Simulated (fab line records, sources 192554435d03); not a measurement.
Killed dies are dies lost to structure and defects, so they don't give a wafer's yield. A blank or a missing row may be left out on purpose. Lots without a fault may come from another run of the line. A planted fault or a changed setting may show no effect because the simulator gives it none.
Which tool did it? | flow n5_finfet | 10 lots, 28 wafers sampled, at 4 steps of a route of 1938

WHAT THE GAUGES READ, wafer by wafer
N5_BEOL_M11_CD_MEAS_18: pitch 140 nm, target cd 70 nm. Usual: cd_nm 69.8 nm, standard deviation 0.66.
lot  | measured     | on        | cd_nm (nm)     | flag
L616 | day 10 12:43 | cd_sem-03 | 69.4 70.1      |
L621 | day 11 22:16 | cd_sem-01 | 70.0 69.3 69.8 |
L622 | day 12 05:44 | cd_sem-03 | 69.1 69.6 69.2 |
L628 | day 13 13:13 | cd_sem-01 | 69.6 69.3      |
L629 | day 13 19:48 | cd_sem-03 | 70.3 69.9 70.3 |
L630 | day 14 14:50 | cd_sem-03 | 70.2 71.0 70.1 |
L631 | day 14 14:58 | cd_sem-01 | 69.7 71.3 70.6 |
L634 | day 15 18:11 | cd_sem-02 | 68.3 69.4 69.8 |
L635 | day 15 23:44 | cd_sem-01 | 70.1 69.5 70.6 |
L637 | day 16 11:14 | cd_sem-03 | 70.8 69.8 69.8 |

N5_BEOL_M11_CD_MEAS_28: target cd 70 nm. Usual: cd_nm 69.9 nm, standard deviation 1.2.
lot  | measured     | on        | cd_nm (nm)     | flag
L616 | day 10 13:13 | cd_sem-01 | 69.4 68.9      |
L621 | day 11 22:57 | cd_sem-03 | 63.9 63.6 62.1 | OFF
L622 | day 12 07:24 | cd_sem-01 | 62.1 62.1 63.6 | OFF
L628 | day 13 14:05 | cd_sem-01 | 70.1 69.2      |
L629 | day 13 20:13 | cd_sem-01 | 68.4 70.9 70.7 |
L630 | day 14 16:10 | cd_sem-03 | 71.0 69.1 70.9 |
L631 | day 14 16:00 | cd_sem-03 | 71.4 72.9 70.6 |
L634 | day 15 18:36 | cd_sem-02 | 70.5 70.3 69.1 |
L635 | day 16 03:48 | cd_sem-02 | 70.7 68.7 70.0 |
L637 | day 16 15:05 | cd_sem-02 | 70.5 69.7 69.9 |

WHICH TOOL RAN EACH LOT (tool, then ch and the chambers of the sampled wafers, then the start)
lot  | N5_BEOL_M11_ETCH_61                | N5_BEOL_M11_EXPOSE_25
L616 | rie_diel-01 ch 0,1, day 10 12:18   | arfi_scanner-01 ch 0, day 10 13:05
L621 | rie_diel-01 ch 0,1,2, day 11 21:50 | arfi_scanner-01 ch 0, day 11 22:49
L622 | rie_diel-05 ch 0,1,2, day 12 05:19 | arfi_scanner-01 ch 0, day 12 07:16
L628 | rie_diel-05 ch 0,2, day 13 12:43   | arfi_scanner-02 ch 0, day 13 13:58
L629 | rie_diel-02 ch 1,2,3, day 13 19:23 | arfi_scanner-02 ch 0, day 13 20:05
L630 | rie_diel-01 ch 1,2,3, day 14 14:22 | arfi_scanner-02 ch 0, day 14 16:02
L631 | rie_diel-02 ch 1,2,3, day 14 14:34 | arfi_scanner-03 ch 0, day 14 15:52
L634 | rie_diel-01 ch 1,2, day 15 17:46   | arfi_scanner-03 ch 0, day 15 18:28
L635 | rie_diel-02 ch 0,1,2, day 15 23:14 | arfi_scanner-03 ch 0, day 16 03:40
L637 | rie_diel-02 ch 0,2, day 16 10:49   | arfi_scanner-02 ch 0, day 16 14:58
- N5_BEOL_M11_ETCH_61: etches SiARC in CF4, target depth 39 nm, time 65 s.
- N5_BEOL_M11_EXPOSE_25: exposes mask V10.

WHAT THE TOOLS THEMSELVES READ (means of the sampled wafers that have a number; where no wafer has one, the mark that the record gives instead)
N5_BEOL_M11_ETCH_61. Usual: drypump_motor_current_A 5.8 A, standard deviation 0.44; etch_rf_on_time_s 65.5 s, standard deviation 1.3; oes_product_au 0.63 a.u., standard deviation 0.056; rf_vpp_V 183.9 V, standard deviation 1.2; showerhead_plenum_p_Torr 2.14 Torr, standard deviation 0.075; throttle_valve_pct 15.73 %, standard deviation 0.17.
lot  | tool        | drypump_motor_current_A (A) | etch_rf_on_time_s (s) | oes_product_au (a.u.) | rf_vpp_V (V) | showerhead_plenum_p_Torr (Torr) | throttle_valve_pct (%) | flag
L616 | rie_diel-01 | 6.2                         | 64.7                  | 0.70                  | 184.0        | 2.11                            | 15.64                  |
L621 | rie_diel-01 | 6.1                         | 66.5                  | 0.65                  | 184.3        | 2.14                            | 15.73                  |
L622 | rie_diel-05 | 5.7                         | 66.3                  | 0.62                  | 184.2        | 2.16                            | 15.80                  |
L628 | rie_diel-05 | 5.8                         | 66.1                  | 0.64                  | 184.6        | 2.21                            | 15.71                  |
L629 | rie_diel-02 | 5.7                         | 65.3                  | 0.59                  | 184.0        | 2.12                            | 15.70                  |
L630 | rie_diel-01 | 5.8                         | 66.2                  | 0.63                  | 184.2        | 2.13                            | 15.73                  |
L631 | rie_diel-02 | 5.6                         | 65.8                  | 0.59                  | 183.4        | 2.11                            | 15.71                  |
L634 | rie_diel-01 | 6.3                         | 65.1                  | 0.67                  | 183.9        | 2.17                            | 15.66                  |
L635 | rie_diel-02 | 5.6                         | 64.2                  | 0.60                  | 183.8        | 2.14                            | 15.70                  |
L637 | rie_diel-02 | 5.2                         | 63.8                  | 0.60                  | 183.0        | 2.11                            | 15.64                  |

N5_BEOL_M11_EXPOSE_25. Usual: exposure_dose_mJ_cm2 85.6, standard deviation 0.43.
lot  | tool            | exposure_dose_mJ_cm2 | flag
L616 | arfi_scanner-01 | 86.5                 |
L621 | arfi_scanner-01 | 78.6                 | OFF
L622 | arfi_scanner-01 | 80.2                 | OFF
L628 | arfi_scanner-02 | 85.5                 |
L629 | arfi_scanner-02 | 85.3                 |
L630 | arfi_scanner-02 | 85.5                 |
L631 | arfi_scanner-03 | 85.4                 |
L634 | arfi_scanner-03 | 85.4                 |
L635 | arfi_scanner-03 | 85.5                 |
L637 | arfi_scanner-02 | 85.4                 |

THE ANSWER, worked out from the rows above alone
Rule: a lot is off if the mean of its wafers that have a number lies more than 3 standard deviations from the usual mean. A lot without any number at a reading at which 4 lots or more have one is off too. The other lots that the step has rows for count as sound. The gauges are gone through in route order, then the tools' own readings, and for those a lot's mean is taken as printed above. The first step at which some lot is off is used, and at that step the reading that is off furthest; a lot without a number counts as furthest.
Off: L621, L622, at N5_BEOL_M11_CD_MEAS_28 (cd_nm).
A tool fits if, at a process step before that reading, it ran every lot that is off, and no sound lot after the first of them. The gauges at N5_BEOL_M11_CD_MEAS_28 aren't tried: what is off there is off at N5_BEOL_M11_EXPOSE_25 too, on other tools, and a gauge's error can't cause that. One fits: arfi_scanner-01 at N5_BEOL_M11_EXPOSE_25. Its last sound lot is L616 (day 10 13:05), its first lot that is off L621 (day 11 22:49): a fault that began between those two fits.
The tool's own readings at N5_BEOL_M11_EXPOSE_25 bear it out: on the lots that are off they differ by more than 5 times the standard deviation of the sound lots' means. exposure_dose_mJ_cm2 reads 79.4 there against 85.6 on the sound lots.

WHAT THE SIMULATOR HAD PUT IN
Process parameter drift: arfi_scanner-01, from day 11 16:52 on, at N5_BEOL_M11_EXPOSE_25. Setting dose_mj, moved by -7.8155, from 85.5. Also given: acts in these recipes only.
Lots struck among those shown: L621, L622. The rule above found the same.
